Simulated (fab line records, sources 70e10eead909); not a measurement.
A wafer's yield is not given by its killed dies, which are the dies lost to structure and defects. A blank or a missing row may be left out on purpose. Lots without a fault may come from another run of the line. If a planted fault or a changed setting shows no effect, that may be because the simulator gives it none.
fab line records :: flow nandHarc
[record]
  lots = 11
  wafers = 33
  lastDay = 30
route steps=1302 shown P_M0@263 END@1302
lots that met no fault: taken from a fault-free run of the same line
startH: start of the lot's first displayed wafer, in hours after the record's first day :: waitH: hours since the lot's step before :: " as in the row above :: L1.1+2: a single row standing in for several wafers :: - no value, or no start was given :: * or withheld: withheld :: < > ~ a bound
route shown NAME@n: NAME is a module with steps in the file, n the number in the route of the first one :: usual: mean/standard deviation of fault-free wafers :: same: alike in all rows :: chamber/n: place in a boat :: sites: each site's reading :: _std_site: their standard deviation :: _edge_site: the outer-site mean with the inner-site mean subtracted :: radiusMm: how far each site lies from the wafer's centre :: mask NAME#n: copy n :: behind: tool/chamber where the wafer was last shaped :: hold: reason for holding the lot/hours on hold/outcome of the hold :: device: which transistor (n, p or np) failed to switch :: end of line: tests run on the same wafers once the route is complete :: a step with no rows: only its recipe :: killed: not the wafer's yield, but the dies lost to structure and defects at the first sort :: map: a wafer's dies, marking killed ones x, the rest . and places with no die _
set.NAME: setting as actually run; set.NAME@STEP: the setting as run at that earlier step :: model.NAME: the simulator's own value behind a step, which no gauge read
one table for each step of the route and one row for each wafer, over a sample of lots
services: from which hour (startH, from the record's first day; less than 0 if before it) a tool's chamber was out of use, for how many hours, and why
[[steps]]
[step NHARC_P_M0_CD_MEAS_09]
[recipe]
  targetCdNm = 90
  landingEnergyEv = 500
[usual]
  cdNm = 89.7/0.71
lot.wafer: L164.2
tool: cdSem-02
chamber: 0
startH: 125.45
waitH: -
cdNm: 89.8

lot.wafer: L164.3
tool: cdSem-02
chamber: 0
startH: 125.45
waitH: -
cdNm: 90.2

lot.wafer: L164.5
tool: cdSem-02
chamber: 0
startH: 125.45
waitH: -
cdNm: 91.2

lot.wafer: L165.1
tool: cdSem-01
chamber: 0
startH: 132.95
waitH: -
cdNm: 90.7

lot.wafer: L165.2
tool: cdSem-01
chamber: 0
startH: 132.95
waitH: -
cdNm: 90.8

lot.wafer: L165.4
tool: cdSem-01
chamber: 0
startH: 132.95
waitH: -
cdNm: 91.6

lot.wafer: L166.1
tool: cdSem-01
chamber: 0
startH: 145.31
waitH: -
cdNm: 88.4

lot.wafer: L166.2
tool: cdSem-01
chamber: 0
startH: 145.31
waitH: -
cdNm: 89.5

lot.wafer: L166.6
tool: cdSem-01
chamber: 0
startH: 145.31
waitH: -
cdNm: 88.2

lot.wafer: L167.2
tool: cdSem-01
chamber: 0
startH: 149.10
waitH: -
cdNm: 89.8

lot.wafer: L167.5
tool: cdSem-01
chamber: 0
startH: 149.10
waitH: -
cdNm: 89.9

lot.wafer: L167.6
tool: cdSem-01
chamber: 0
startH: 149.10
waitH: -
cdNm: 90.7

lot.wafer: L168.2
tool: cdSem-03
chamber: 0
startH: 164.55
waitH: -
cdNm: 89.1

lot.wafer: L168.3
tool: cdSem-03
chamber: 0
startH: 164.55
waitH: -
cdNm: 89.0

lot.wafer: L168.6
tool: cdSem-03
chamber: 0
startH: 164.55
waitH: -
cdNm: 89.5

lot.wafer: L169.1
tool: cdSem-03
chamber: 0
startH: 172.17
waitH: -
cdNm: 90.4

lot.wafer: L169.3
tool: cdSem-03
chamber: 0
startH: 172.17
waitH: -
cdNm: 89.5

lot.wafer: L169.6
tool: cdSem-03
chamber: 0
startH: 172.17
waitH: -
cdNm: 90.0

lot.wafer: L170.2
tool: cdSem-01
chamber: 0
startH: 183.99
waitH: -
cdNm: 90.1

lot.wafer: L170.3
tool: cdSem-01
chamber: 0
startH: 183.99
waitH: -
cdNm: 88.5

lot.wafer: L170.5
tool: cdSem-01
chamber: 0
startH: 183.99
waitH: -
cdNm: 89.6

lot.wafer: L171.3
tool: cdSem-02
chamber: 0
startH: 197.94
waitH: -
cdNm: 89.5

lot.wafer: L171.5
tool: cdSem-02
chamber: 0
startH: 197.94
waitH: -
cdNm: 89.4

lot.wafer: L171.6
tool: cdSem-02
chamber: 0
startH: 197.94
waitH: -
cdNm: 89.0

lot.wafer: L172.2
tool: cdSem-03
chamber: 0
startH: 198.61
waitH: -
cdNm: 89.9

lot.wafer: L172.3
tool: cdSem-03
chamber: 0
startH: 198.61
waitH: -
cdNm: 90.0

lot.wafer: L172.4
tool: cdSem-03
chamber: 0
startH: 198.61
waitH: -
cdNm: 90.6

lot.wafer: L173.2
tool: cdSem-01
chamber: 0
startH: 217.32
waitH: -
cdNm: 89.9

lot.wafer: L173.5
tool: cdSem-01
chamber: 0
startH: 217.32
waitH: -
cdNm: 89.4

lot.wafer: L173.6
tool: cdSem-01
chamber: 0
startH: 217.32
waitH: -
cdNm: 89.2

lot.wafer: L179.3
tool: cdSem-03
chamber: 0
startH: 275.83
waitH: -
cdNm: 92.1

lot.wafer: L179.4
tool: cdSem-03
chamber: 0
startH: 275.83
waitH: -
cdNm: 92.9

lot.wafer: L179.6
tool: cdSem-03
chamber: 0
startH: 275.83
waitH: -
cdNm: 92.6
[step NHARC_P_M0_OVL_MEAS_10]
[recipe]
  pitchNm = 180
[usual]
  overlayXNm = 0.1/0.77
  overlayYNm = 0.1/0.72
lot.wafer: L164.2
tool: overlay-02
chamber: -
startH: 125.54
waitH: -
overlayXNm: -0.4
overlayYNm: -0.4

lot.wafer: L164.3
tool: overlay-02
chamber: -
startH: 125.54
waitH: -
overlayXNm: -0.7
overlayYNm: -0.5

lot.wafer: L164.5
tool: overlay-02
chamber: -
startH: 125.54
waitH: -
overlayXNm: -0.4
overlayYNm: -0.8

lot.wafer: L165.1
tool: overlay-02
chamber: -
startH: 133.04
waitH: -
overlayXNm: -0.6
overlayYNm: 0.1

lot.wafer: L165.2
tool: overlay-02
chamber: -
startH: 133.04
waitH: -
overlayXNm: -0.6
overlayYNm: 0.4

lot.wafer: L165.4
tool: overlay-02
chamber: -
startH: 133.04
waitH: -
overlayXNm: -0.7
overlayYNm: 0.6

lot.wafer: L166.1
tool: overlay-01
chamber: -
startH: 145.40
waitH: -
overlayXNm: -0.4
overlayYNm: 0.8

lot.wafer: L166.2
tool: overlay-01
chamber: -
startH: 145.40
waitH: -
overlayXNm: -0.6
overlayYNm: 0.1

lot.wafer: L166.6
tool: overlay-01
chamber: -
startH: 145.40
waitH: -
overlayXNm: -1.0
overlayYNm: -0.3

lot.wafer: L167.2
tool: overlay-01
chamber: -
startH: 149.19
waitH: -
overlayXNm: 1.2
overlayYNm: 0.9

lot.wafer: L167.5
tool: overlay-01
chamber: -
startH: 149.19
waitH: -
overlayXNm: 0.3
overlayYNm: 0.1

lot.wafer: L167.6
tool: overlay-01
chamber: -
startH: 149.19
waitH: -
overlayXNm: 0.7
overlayYNm: 0.8

lot.wafer: L168.2
tool: overlay-02
chamber: -
startH: 164.63
waitH: -
overlayXNm: 0.0
overlayYNm: 2.1

lot.wafer: L168.3
tool: overlay-02
chamber: -
startH: 164.63
waitH: -
overlayXNm: -0.1
overlayYNm: 2.6

lot.wafer: L168.6
tool: overlay-02
chamber: -
startH: 164.63
waitH: -
overlayXNm: -0.3
overlayYNm: 2.3

lot.wafer: L169.1
tool: overlay-02
chamber: -
startH: 172.25
waitH: -
overlayXNm: -0.5
overlayYNm: -0.6

lot.wafer: L169.3
tool: overlay-02
chamber: -
startH: 172.25
waitH: -
overlayXNm: -0.6
overlayYNm: -0.6

lot.wafer: L169.6
tool: overlay-02
chamber: -
startH: 172.25
waitH: -
overlayXNm: -0.7
overlayYNm: -0.4

lot.wafer: L170.2
tool: overlay-02
chamber: -
startH: 184.08
waitH: -
overlayXNm: 0.4
overlayYNm: 0.2

lot.wafer: L170.3
tool: overlay-02
chamber: -
startH: 184.08
waitH: -
overlayXNm: 0.4
overlayYNm: 0.4

lot.wafer: L170.5
tool: overlay-02
chamber: -
startH: 184.08
waitH: -
overlayXNm: 0.3
overlayYNm: 0.3

lot.wafer: L171.3
tool: overlay-01
chamber: -
startH: 198.02
waitH: -
overlayXNm: -0.1
overlayYNm: 0.5

lot.wafer: L171.5
tool: overlay-01
chamber: -
startH: 198.02
waitH: -
overlayXNm: 0.0
overlayYNm: 0.4

lot.wafer: L171.6
tool: overlay-01
chamber: -
startH: 198.02
waitH: -
overlayXNm: 0.0
overlayYNm: 0.9

lot.wafer: L172.2
tool: overlay-01
chamber: -
startH: 198.70
waitH: -
overlayXNm: -1.6
overlayYNm: 0.5

lot.wafer: L172.3
tool: overlay-01
chamber: -
startH: 198.70
waitH: -
overlayXNm: -1.2
overlayYNm: 0.4

lot.wafer: L172.4
tool: overlay-01
chamber: -
startH: 198.70
waitH: -
overlayXNm: -1.2
overlayYNm: 1.3

lot.wafer: L173.2
tool: overlay-02
chamber: -
startH: 217.40
waitH: -
overlayXNm: -1.3
overlayYNm: -0.2

lot.wafer: L173.5
tool: overlay-02
chamber: -
startH: 217.40
waitH: -
overlayXNm: -1.1
overlayYNm: 0.1

lot.wafer: L173.6
tool: overlay-02
chamber: -
startH: 217.40
waitH: -
overlayXNm: -1.2
overlayYNm: 0.1

lot.wafer: L179.3
tool: overlay-02
chamber: -
startH: 275.91
waitH: -
overlayXNm: 0.6
overlayYNm: -0.8

lot.wafer: L179.4
tool: overlay-02
chamber: -
startH: 275.91
waitH: -
overlayXNm: 0.3
overlayYNm: -1.0

lot.wafer: L179.6
tool: overlay-02
chamber: -
startH: 275.91
waitH: -
overlayXNm: 0.5
overlayYNm: -0.9
[step NHARC_P_M0_INSPECT_11]
[usual]
  rawDefectCount = 4.0/2.3
lot.wafer: L164.2
tool: defectInspect-01
chamber: -
startH: 125.57
waitH: 0.0
rawDefectCount: 4

lot.wafer: L164.3
tool: defectInspect-01
chamber: -
startH: 125.57
waitH: 0.0
rawDefectCount: 6

lot.wafer: L164.5
tool: defectInspect-01
chamber: -
startH: 125.57
waitH: 0.0
rawDefectCount: 6

lot.wafer: L165.1
tool: defectInspect-01
chamber: -
startH: 133.07
waitH: 0.0
rawDefectCount: 7

lot.wafer: L165.2
tool: defectInspect-01
chamber: -
startH: 133.07
waitH: 0.0
rawDefectCount: 7

lot.wafer: L165.4
tool: defectInspect-01
chamber: -
startH: 133.07
waitH: 0.0
rawDefectCount: 7

lot.wafer: L166.1
tool: defectInspect-02
chamber: -
startH: 145.43
waitH: 0.0
rawDefectCount: 4

lot.wafer: L166.2
tool: defectInspect-02
chamber: -
startH: 145.43
waitH: 0.0
rawDefectCount: 4

lot.wafer: L166.6
tool: defectInspect-02
chamber: -
startH: 145.43
waitH: 0.0
rawDefectCount: 4

lot.wafer: L167.2
tool: defectInspect-01
chamber: -
startH: 149.22
waitH: 0.0
rawDefectCount: 6

lot.wafer: L167.5
tool: defectInspect-01
chamber: -
startH: 149.22
waitH: 0.0
rawDefectCount: 3

lot.wafer: L167.6
tool: defectInspect-01
chamber: -
startH: 149.22
waitH: 0.0
rawDefectCount: 4

lot.wafer: L168.2
tool: defectInspect-02
chamber: -
startH: 164.67
waitH: 0.0
rawDefectCount: 6

lot.wafer: L168.3
tool: defectInspect-02
chamber: -
startH: 164.67
waitH: 0.0
rawDefectCount: 12

lot.wafer: L168.6
tool: defectInspect-02
chamber: -
startH: 164.67
waitH: 0.0
rawDefectCount: 4

lot.wafer: L169.1
tool: defectInspect-02
chamber: -
startH: 172.29
waitH: 0.0
rawDefectCount: 1

lot.wafer: L169.3
tool: defectInspect-02
chamber: -
startH: 172.29
waitH: 0.0
rawDefectCount: 5

lot.wafer: L169.6
tool: defectInspect-02
chamber: -
startH: 172.29
waitH: 0.0
rawDefectCount: 6

lot.wafer: L170.2
tool: defectInspect-01
chamber: -
startH: 184.11
waitH: 0.0
rawDefectCount: 1

lot.wafer: L170.3
tool: defectInspect-01
chamber: -
startH: 184.11
waitH: 0.0
rawDefectCount: 7

lot.wafer: L170.5
tool: defectInspect-01
chamber: -
startH: 184.11
waitH: 0.0
rawDefectCount: 1

lot.wafer: L171.3
tool: defectInspect-02
chamber: -
startH: 198.06
waitH: 0.0
rawDefectCount: 2

lot.wafer: L171.5
tool: defectInspect-02
chamber: -
startH: 198.06
waitH: 0.0
rawDefectCount: 1

lot.wafer: L171.6
tool: defectInspect-02
chamber: -
startH: 198.06
waitH: 0.0
rawDefectCount: 1

lot.wafer: L172.2
tool: defectInspect-01
chamber: -
startH: 198.73
waitH: 0.0
rawDefectCount: 1

lot.wafer: L172.3
tool: defectInspect-01
chamber: -
startH: 198.73
waitH: 0.0
rawDefectCount: 2

lot.wafer: L172.4
tool: defectInspect-01
chamber: -
startH: 198.73
waitH: 0.0
rawDefectCount: 4

lot.wafer: L173.2
tool: defectInspect-02
chamber: -
startH: 217.44
waitH: 0.0
rawDefectCount: 4

lot.wafer: L173.5
tool: defectInspect-02
chamber: -
startH: 217.44
waitH: 0.0
rawDefectCount: 1

lot.wafer: L173.6
tool: defectInspect-02
chamber: -
startH: 217.44
waitH: 0.0
rawDefectCount: 1

lot.wafer: L179.3
tool: defectInspect-01
chamber: -
startH: 275.95
waitH: 0.0
rawDefectCount: 4

lot.wafer: L179.4
tool: defectInspect-01
chamber: -
startH: 275.95
waitH: 0.0
rawDefectCount: 5

lot.wafer: L179.6
tool: defectInspect-01
chamber: -
startH: 275.95
waitH: 0.0
rawDefectCount: 2
[step NHARC_P_M0_ETCH_34]
[recipe]
  targetDepthA = 400
  overetchA = 120
  timeS = 43.94
  ionEnergyEv = 200
  n2FlowSccm = 150
  h2FlowSccm = 150
  arFlowSccm = 0
  rfW = 400
  biasW = 150
  chemistry = N2/H2
[usual]
  drypumpMotorCurrentA = 5.9/0.35
  n2FlowSccm = 150.0/0.45
  oesProductAu = 1.000/0.0084
  rfVppV = 431.3/2.9
  showerheadPlenumPTorr = 2.07/0.1
  throttleValvePct = 14.171/0.0088
[same]
  timeS = 43.94
lot.wafer: L164.2
tool: rieDiel-11
chamber: 3
startH: 125.73
waitH: 0.1
drypumpMotorCurrentA: 5.8
n2FlowSccm: 150.3
oesProductAu: 1.013
rfHoursCounterH: 10
rfVppV: 426.9
showerheadPlenumPTorr: 1.91
throttleValvePct: 14.175

lot.wafer: L164.3
tool: rieDiel-11
chamber: 0
startH: 125.73
waitH: 0.1
drypumpMotorCurrentA: 6.4
n2FlowSccm: 150.0
oesProductAu: 1.003
rfHoursCounterH: 11
rfVppV: 431.4
showerheadPlenumPTorr: 2.04
throttleValvePct: 14.177

lot.wafer: L164.5
tool: rieDiel-11
chamber: 2
startH: 125.73
waitH: 0.1
drypumpMotorCurrentA: 5.5
n2FlowSccm: 150.3
oesProductAu: 1.010
rfHoursCounterH: -
rfVppV: 426.9
showerheadPlenumPTorr: 1.92
throttleValvePct: 14.184

lot.wafer: L165.1
tool: rieDiel-07
chamber: 0
startH: 133.23
waitH: 0.1
drypumpMotorCurrentA: 6.1
n2FlowSccm: 149.3
oesProductAu: 0.995
rfHoursCounterH: 1
rfVppV: 432.5
showerheadPlenumPTorr: 2.15
throttleValvePct: 14.171

lot.wafer: L165.4
tool: rieDiel-07
chamber: 1
startH: 133.23
waitH: 0.1
drypumpMotorCurrentA: 5.9
n2FlowSccm: 150.5
oesProductAu: 0.985
rfHoursCounterH: 1
rfVppV: 435.5
showerheadPlenumPTorr: 2.15
throttleValvePct: 14.177

lot.wafer: L165.2
tool: rieDiel-07
chamber: 2
startH: 133.23
waitH: 0.1
drypumpMotorCurrentA: 6.0
n2FlowSccm: 150.3
oesProductAu: 1.008
rfHoursCounterH: 1
rfVppV: 426.5
showerheadPlenumPTorr: 1.88
throttleValvePct: 14.170

lot.wafer: L166.1
tool: rieDiel-07
chamber: 2
startH: 145.58
waitH: 0.1
drypumpMotorCurrentA: 6.1
n2FlowSccm: 150.1
oesProductAu: 1.012
rfHoursCounterH: 2
rfVppV: 425.1
showerheadPlenumPTorr: 1.88
throttleValvePct: 14.169

lot.wafer: L166.2
tool: rieDiel-07
chamber: 3
startH: 145.58
waitH: 0.1
drypumpMotorCurrentA: 6.3
n2FlowSccm: 149.8
oesProductAu: 0.999
rfHoursCounterH: 2
rfVppV: 433.5
showerheadPlenumPTorr: 2.12
throttleValvePct: 14.174

lot.wafer: L166.6
tool: rieDiel-07
chamber: 1
startH: 145.58
waitH: 0.1
drypumpMotorCurrentA: 5.9
n2FlowSccm: 150.2
oesProductAu: 1.002
rfHoursCounterH: -
rfVppV: 433.4
showerheadPlenumPTorr: 2.15
throttleValvePct: 14.159

lot.wafer: L167.2
tool: rieDiel-04
chamber: 3
startH: 149.66
waitH: 0.2
drypumpMotorCurrentA: 6.2
n2FlowSccm: 149.9
oesProductAu: 1.003
rfHoursCounterH: 44
rfVppV: 429.8
showerheadPlenumPTorr: 2.05
throttleValvePct: 14.170

lot.wafer: L167.6
tool: rieDiel-04
chamber: 2
startH: 149.66
waitH: 0.2
drypumpMotorCurrentA: 5.7
n2FlowSccm: 150.3
oesProductAu: 0.995
rfHoursCounterH: -
rfVppV: 431.1
showerheadPlenumPTorr: 2.08
throttleValvePct: 14.182

lot.wafer: L167.5
tool: rieDiel-04
chamber: 3
startH: 149.66
waitH: 0.2
drypumpMotorCurrentA: 6.2
n2FlowSccm: 150.1
oesProductAu: 1.009
rfHoursCounterH: -
rfVppV: 431.5
showerheadPlenumPTorr: 2.05
throttleValvePct: 14.174

lot.wafer: L168.2
tool: rieDiel-07
chamber: 1
startH: 164.82
waitH: 0.1
drypumpMotorCurrentA: 5.9
n2FlowSccm: 149.9
oesProductAu: 0.989
rfHoursCounterH: 4
rfVppV: 434.2
showerheadPlenumPTorr: 2.15
throttleValvePct: 14.194

lot.wafer: L168.3
tool: rieDiel-07
chamber: 2
startH: 164.82
waitH: 0.1
drypumpMotorCurrentA: 6.0
n2FlowSccm: 150.7
oesProductAu: 1.018
rfHoursCounterH: 6
rfVppV: 425.3
showerheadPlenumPTorr: 1.88
throttleValvePct: 14.172

lot.wafer: L168.6
tool: rieDiel-07
chamber: 0
startH: 164.82
waitH: 0.1
drypumpMotorCurrentA: 6.2
n2FlowSccm: 149.3
oesProductAu: 1.001
rfHoursCounterH: -
rfVppV: 433.0
showerheadPlenumPTorr: 2.15
throttleValvePct: 14.172

lot.wafer: L169.1
tool: rieDiel-07
chamber: 3
startH: 172.44
waitH: 0.1
drypumpMotorCurrentA: 6.2
n2FlowSccm: 149.8
oesProductAu: 0.997
rfHoursCounterH: 7
rfVppV: 432.0
showerheadPlenumPTorr: 2.11
throttleValvePct: 14.175

lot.wafer: L169.3
tool: rieDiel-07
chamber: 2
startH: 172.44
waitH: 0.1
drypumpMotorCurrentA: 6.1
n2FlowSccm: 150.2
oesProductAu: 1.020
rfHoursCounterH: 7
rfVppV: 427.9
showerheadPlenumPTorr: 1.88
throttleValvePct: 14.166

lot.wafer: L169.6
tool: rieDiel-07
chamber: 3
startH: 172.44
waitH: 0.1
drypumpMotorCurrentA: 6.2
n2FlowSccm: 150.0
oesProductAu: 1.006
rfHoursCounterH: -
rfVppV: 433.0
showerheadPlenumPTorr: 2.11
throttleValvePct: 14.163

lot.wafer: L170.2
tool: rieDiel-07
chamber: 2
startH: 184.28
waitH: 0.1
drypumpMotorCurrentA: 6.1
n2FlowSccm: 149.9
oesProductAu: 1.007
rfHoursCounterH: 10
rfVppV: 427.6
showerheadPlenumPTorr: 1.88
throttleValvePct: 14.177

lot.wafer: L170.3
tool: rieDiel-07
chamber: 3
startH: 184.28
waitH: 0.1
drypumpMotorCurrentA: 6.3
n2FlowSccm: 149.7
oesProductAu: 0.998
rfHoursCounterH: 10
rfVppV: 431.6
showerheadPlenumPTorr: 2.11
throttleValvePct: 14.159

lot.wafer: L170.5
tool: rieDiel-07
chamber: 0
startH: 184.28
waitH: 0.1
drypumpMotorCurrentA: 6.2
n2FlowSccm: 150.1
oesProductAu: 0.998
rfHoursCounterH: -
rfVppV: 432.8
showerheadPlenumPTorr: 2.15
throttleValvePct: 14.176

lot.wafer: L171.3
tool: rieDiel-04
chamber: 0
startH: 198.20
waitH: 0.1
drypumpMotorCurrentA: 5.2
n2FlowSccm: 149.8
oesProductAu: 0.998
rfHoursCounterH: 2
rfVppV: 428.9
showerheadPlenumPTorr: 1.95
throttleValvePct: 14.175

lot.wafer: L171.5
tool: rieDiel-04
chamber: 0
startH: 198.20
waitH: 0.1
drypumpMotorCurrentA: 5.2
n2FlowSccm: 150.5
oesProductAu: 1.000
rfHoursCounterH: -
rfVppV: 428.0
showerheadPlenumPTorr: 1.95
throttleValvePct: 14.180

lot.wafer: L171.6
tool: rieDiel-04
chamber: 1
startH: 198.20
waitH: 0.1
drypumpMotorCurrentA: 5.4
n2FlowSccm: 150.1
oesProductAu: 0.997
rfHoursCounterH: -
rfVppV: 434.4
showerheadPlenumPTorr: 2.22
throttleValvePct: 14.166

lot.wafer: L172.2
tool: rieDiel-04
chamber: 0
startH: 198.88
waitH: 0.1
drypumpMotorCurrentA: 5.2
n2FlowSccm: 149.8
oesProductAu: 0.991
rfHoursCounterH: 2
rfVppV: 428.0
showerheadPlenumPTorr: 1.95
throttleValvePct: 14.164

lot.wafer: L172.3
tool: rieDiel-04
chamber: 2
startH: 198.88
waitH: 0.1
drypumpMotorCurrentA: 5.7
n2FlowSccm: 150.8
oesProductAu: 0.999
rfHoursCounterH: 2
rfVppV: 431.3
showerheadPlenumPTorr: 2.07
throttleValvePct: 14.171

lot.wafer: L172.4
tool: rieDiel-04
chamber: 3
startH: 198.88
waitH: 0.1
drypumpMotorCurrentA: 6.2
n2FlowSccm: 150.2
oesProductAu: 0.985
rfHoursCounterH: 2
rfVppV: 430.9
showerheadPlenumPTorr: 2.05
throttleValvePct: 14.172

lot.wafer: L173.2
tool: rieDiel-11
chamber: 0
startH: 217.64
waitH: 0.1
drypumpMotorCurrentA: 6.5
n2FlowSccm: 149.9
oesProductAu: 1.009
rfHoursCounterH: 43
rfVppV: 429.3
showerheadPlenumPTorr: 2.03
throttleValvePct: 14.168

lot.wafer: L173.5
tool: rieDiel-11
chamber: 3
startH: 217.64
waitH: 0.1
drypumpMotorCurrentA: 5.8
n2FlowSccm: 149.5
oesProductAu: 1.010
rfHoursCounterH: -
rfVppV: 426.4
showerheadPlenumPTorr: 1.90
throttleValvePct: 14.159

lot.wafer: L173.6
tool: rieDiel-11
chamber: 0
startH: 217.64
waitH: 0.1
drypumpMotorCurrentA: 6.5
n2FlowSccm: 150.1
oesProductAu: 1.003
rfHoursCounterH: -
rfVppV: 429.8
showerheadPlenumPTorr: 2.03
throttleValvePct: 14.170

lot.wafer: L179.3
tool: rieDiel-04
chamber: 3
startH: 276.09
waitH: 0.1
drypumpMotorCurrentA: 6.3
n2FlowSccm: 149.4
oesProductAu: 0.989
rfHoursCounterH: 28
rfVppV: 429.1
showerheadPlenumPTorr: 2.04
throttleValvePct: 14.172

lot.wafer: L179.4
tool: rieDiel-04
chamber: 1
startH: 276.09
waitH: 0.1
drypumpMotorCurrentA: 5.4
n2FlowSccm: 150.0
oesProductAu: 0.997
rfHoursCounterH: 27
rfVppV: 434.5
showerheadPlenumPTorr: 2.21
throttleValvePct: 14.170

lot.wafer: L179.6
tool: rieDiel-04
chamber: 0
startH: 276.09
waitH: 0.1
drypumpMotorCurrentA: 5.2
n2FlowSccm: 150.5
oesProductAu: 0.993
rfHoursCounterH: -
rfVppV: 427.0
showerheadPlenumPTorr: 1.94
throttleValvePct: 14.191
[step NHARC_END_SORT_01]
[recipe]
  tempC = 25
[usual]
  defectLimitedYield = 89.8/2.4
  killedAtArray = 64/16
  killedAtOther = 1.0/1.1
  killedAtPeriphery = 3.5/2.3
  killedDies = 69/17
  killedOpen = 3.2/1.6
  killedShort = 2.4/1.6
[same]
  grossDies = 677
lot.wafer: L179.3
tool: prober-01
chamber: 0
startH: 725.95
waitH: 3.1
defectLimitedYield[%]: 91.9
killedAtArray: 52
killedAtOther: 0
killedAtPeriphery: 3
killedDies: 55
killedOpen: 1
killedShort: 1

lot.wafer: L179.4
tool: prober-01
chamber: 0
startH: 726.76
waitH: 3.4
defectLimitedYield[%]: 91.7
killedAtArray: 51
killedAtOther: 1
killedAtPeriphery: 4
killedDies: 56
killedOpen: 3
killedShort: 3

lot.wafer: L179.6
tool: prober-01
chamber: 0
startH: 728.38
waitH: 4.0
defectLimitedYield[%]: 91.7
killedAtArray: 55
killedAtOther: 0
killedAtPeriphery: 1
killedDies: 56
killedOpen: 3
killedShort: 0
// killed by level:class
L179.3 A_CHANNEL_HOLE_D2:chamberFilmFlake=29 A_CHANNEL_HOLE_D1:chamberFilmFlake=12 A_CONTACT:chamberFilmFlake=4 A_STAIRCASE:chamberFilmFlake=2 A_SLIT:chamberFilmFlake=2 P_ZERO_WELL:geometricParticle:short=1 P_M2:geometricParticle:open=1 P_GATE:chamberFilmFlake=1
L179.4 A_CHANNEL_HOLE_D2:chamberFilmFlake=23 A_CHANNEL_HOLE_D1:chamberFilmFlake=11 A_SLIT:chamberFilmFlake=4 A_CONTACT:chamberFilmFlake=3 P_CONTACT:geometricParticle:open=2 A_STAIRCASE:chamberFilmFlake=2 A_BLC:chamberFilmFlake=2 P_M0:geometricParticle:open=1
L179.6 A_CHANNEL_HOLE_D2:chamberFilmFlake=21 A_SLIT:chamberFilmFlake=8 A_CHANNEL_HOLE_D1:chamberFilmFlake=7 A_STAIRCASE:chamberFilmFlake=6 A_CHANNEL_FILL_D1:chamberFilmFlake=3 A_CONTACT:chamberFilmFlake=3 A_CHANNEL_FILL_D2:chamberFilmFlake=2 A_BONDPAD:chamberFilmFlake=2
[[services]]
tool: rieDiel-07
chamber: -
startH: 117.20
hours: 9.0
kind: pm

tool: rieDiel-07
chamber: 0
startH: 117.20
hours: 9.0
kind: ventCycle

tool: rieDiel-07
chamber: 1
startH: 117.20
hours: 9.0
kind: ventCycle

tool: rieDiel-07
chamber: 2
startH: 117.20
hours: 9.0
kind: ventCycle

tool: rieDiel-07
chamber: 3
startH: 117.20
hours: 9.0
kind: ventCycle

tool: rieDiel-07
chamber: 0
startH: 126.20
hours: -
kind: clean

tool: rieDiel-07
chamber: 1
startH: 126.20
hours: -
kind: clean

tool: rieDiel-07
chamber: 2
startH: 126.20
hours: -
kind: clean

tool: rieDiel-07
chamber: 3
startH: 126.20
hours: -
kind: clean

tool: rieDiel-07
chamber: 0
startH: 150.70
hours: -
kind: clean

tool: rieDiel-07
chamber: 1
startH: 150.70
hours: -
kind: clean

tool: rieDiel-07
chamber: 2
startH: 150.70
hours: -
kind: clean

tool: rieDiel-07
chamber: 3
startH: 150.70
hours: -
kind: clean

tool: rieDiel-04
chamber: 1
startH: 151.58
hours: 1.9
kind: repair

tool: rieDiel-07
chamber: 1
startH: 155.18
hours: 8.4
kind: repair

tool: rieDiel-04
chamber: 1
startH: 157.93
hours: 2.0
kind: repair

tool: rieDiel-07
chamber: -
startH: 162.56
hours: 0.9
kind: repair

tool: rieDiel-07
chamber: 0
startH: 175.55
hours: -
kind: clean

tool: rieDiel-07
chamber: 1
startH: 175.55
hours: -
kind: clean

tool: rieDiel-04
chamber: -
startH: 177.90
hours: 9.0
kind: pm

tool: rieDiel-07
chamber: 1
startH: 179.28
hours: 12.6
kind: repair

tool: rieDiel-11
chamber: 1
startH: 209.86
hours: 6.0
kind: repair

tool: rieDiel-07
chamber: 2
startH: 213.35
hours: 5.8
kind: repair

tool: rieDiel-11
chamber: -
startH: 255.63
hours: 9.0
kind: pm
[[key]]
[firstSign]
  step = NHARC_P_M0_CD_MEAS_09
  reading = cdNm
  direction = up
  sigmas = 3.9
  usual = 89.7
  struck = 92.5
effect none on later readings
metAt NHARC_P_M0_CD_MEAS_09
struckLots L179
notActingAt NHARC_P_M0_OVL_MEAS_10,NHARC_P_M0_INSPECT_11,NHARC_P_M0_ETCH_34
onsetBetween 198.61 275.83
alsoFits time
[fault]
  kind = metrologyMatchingOffset
  tool = cdSem-03
  chamber = -
  onsetH = 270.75
  steps = NHARC_P_M0_CD_MEAS_09
  param = cdNm
  offset = 1.7188
